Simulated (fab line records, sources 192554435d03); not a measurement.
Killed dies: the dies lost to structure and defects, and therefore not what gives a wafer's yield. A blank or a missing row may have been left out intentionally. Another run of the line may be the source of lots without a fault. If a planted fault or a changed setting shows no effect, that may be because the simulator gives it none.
Split-lot trial	flow n5Finfet	21 wafers read across 7 lots, on a route 1938 steps long

== ABOUT THE SPLIT ==
At N5_SD_EPI_P_COAT_03 (resist thk 150 nm), the setting spinRpm was moved away from the recipe's 1500 rpm on 9 of the 21 wafers read, by -10.9% to +2.9%. All remaining wafers had this setting at the recipe value.

== FROM THE SPLIT TO THE READING: what the file shows between them, 4 steps ==
- N5_SD_EPI_P_EBR_05
- N5_SD_EPI_P_SOFTBAKE_04: time 60 s
- N5_SD_EPI_P_EXPOSE_06: exposes mask SD P BLK, target cd 240 nm
- N5_SD_EPI_P_PEB_07: peb time 60 s

== THE READING ==
CAR-ArF-block_of_SD_EPI_P_COAT_03.thkNm (the simulator's own value, which no gauge read), in nm, at N5_SD_EPI_P_DEVELOP_08 (develop time 30 s). There is no usual value for it anywhere in the file. Here, 12 wafers ran the recipe; their average is 148.3 nm with a standard deviation of 0.31 nm.

wafer	tool, chamber at the split	spinRpm as run, rpm	against the recipe	CAR-ArF-block_of_SD_EPI_P_COAT_03.thkNm, nm	against lot-mates on the recipe
L077.2	lithoTrack-04, 0	1500	recipe	148.4	-
L077.3	lithoTrack-04, 0	1375	-8.3%	154.6	+6.5
L077.6	lithoTrack-04, 0	1500	recipe	147.8	-
L081.1	lithoTrack-01, 0	1500	recipe	148.6	-
L081.4	lithoTrack-01, 0	1500	recipe	148.6	-
L081.5	lithoTrack-01, 0	1500	recipe	148.4	-
L082.1	lithoTrack-04, 0	1337	-10.9%	157.8	+9.4
L082.5	lithoTrack-04, 0	1500	recipe	148.4	-
L082.6	lithoTrack-04, 0	1337	-10.9%	157.4	+9.0
L087.1	lithoTrack-01, 0	1446	-3.6%	151	+2.6
L087.4	lithoTrack-01, 0	1500	recipe	148.4	-
L087.5	lithoTrack-01, 0	1446	-3.6%	151.2	+2.8
L089.1	lithoTrack-01, 0	1500	recipe	148.4	-
L089.3	lithoTrack-01, 0	1500	recipe	147.6	-
L089.5	lithoTrack-01, 0	1500	recipe	148	-
L091.1	lithoTrack-01, 0	1543	+2.9%	146.4	-2.0
L091.2	lithoTrack-01, 0	1543	+2.9%	146.4	-2.0
L091.6	lithoTrack-01, 0	1500	recipe	148.4	-
L096.1	lithoTrack-04, 0	1337	-10.9%	157.4	+8.8
L096.4	lithoTrack-04, 0	1337	-10.9%	157.2	+8.6
L096.5	lithoTrack-04, 0	1500	recipe	148.6	-

THE FIT
A straight line over all 21 wafers: CAR-ArF-block_of_SD_EPI_P_COAT_03.thkNm changes by -0.819 nm for each +1% of spinRpm; r = -1.00; the points scatter about the line by 0.35 nm.
The same after taking each lot's own level away (the mean of its wafers on the recipe; 21 wafers): -0.809 nm for each +1%; r = -1.00; scatter 0.26 nm.
The reading moves by 8.8 nm for the largest change in spinRpm, on that fit.
Measured against the standard deviation above, the lots' own levels, which go from 148.00 to 148.60 nm, span 1.9 times it.
So the lot-to-lot level changes the slope little: the two slopes agree.
Check: with one of the wafers moved furthest among these (-10.9%) left out of the fit, the line predicts +8.67 nm for it against its lot-mates. It came out at +9.4 nm against them.

== THESE WAFERS: OTHER SPLITS ==
Other splits were also applied to these wafers ahead of the reading. Each is held against what the fit with the lots' levels taken away leaves over:
other split on the same wafers	wafers away from the commonest value	r with CAR-ArF-block_of_SD_EPI_P_COAT_03.thkNm (lot level and that fit taken away)
N5_ZERO_LAYER_PECVD_02 timeS	7	-0.04
N5_PMOS_HMC_CHANNEL_EPI_ETCH_32 biasW	9	+0.66
N5_FIN_SAQP_PECVD_06 timeS	8	+0.26
N5_FIN_SAQP_PEB_14 pebTimeS	7	-0.10
N5_SD_EPI_N_EPI_21 tempC	4	-0.22

== THE WHOLE CHAIN: every reading that the file lists as answering this split, in the file's order ==
step	what it does	reading	change (the file's fit)	r (the file's)
N5_SD_EPI_P_COAT_03	resist thk 150 nm	CAR-ArF-block_of_SD_EPI_P_COAT_03.thkNm (the simulator's own value, which no gauge read)	-0.819 nm for each +1% of the setting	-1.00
N5_SD_EPI_P_DEVELOP_08	develop time 30 s	CAR-ArF-block_of_SD_EPI_P_COAT_03.thkNm (the simulator's own value, which no gauge read)	-0.808 nm for each +1% of the setting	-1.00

== THE FILE'S OWN FIT ==
CAR-ArF-block_of_SD_EPI_P_COAT_03.thkNm changes by -0.808 nm for each +1% of spinRpm, r = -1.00.
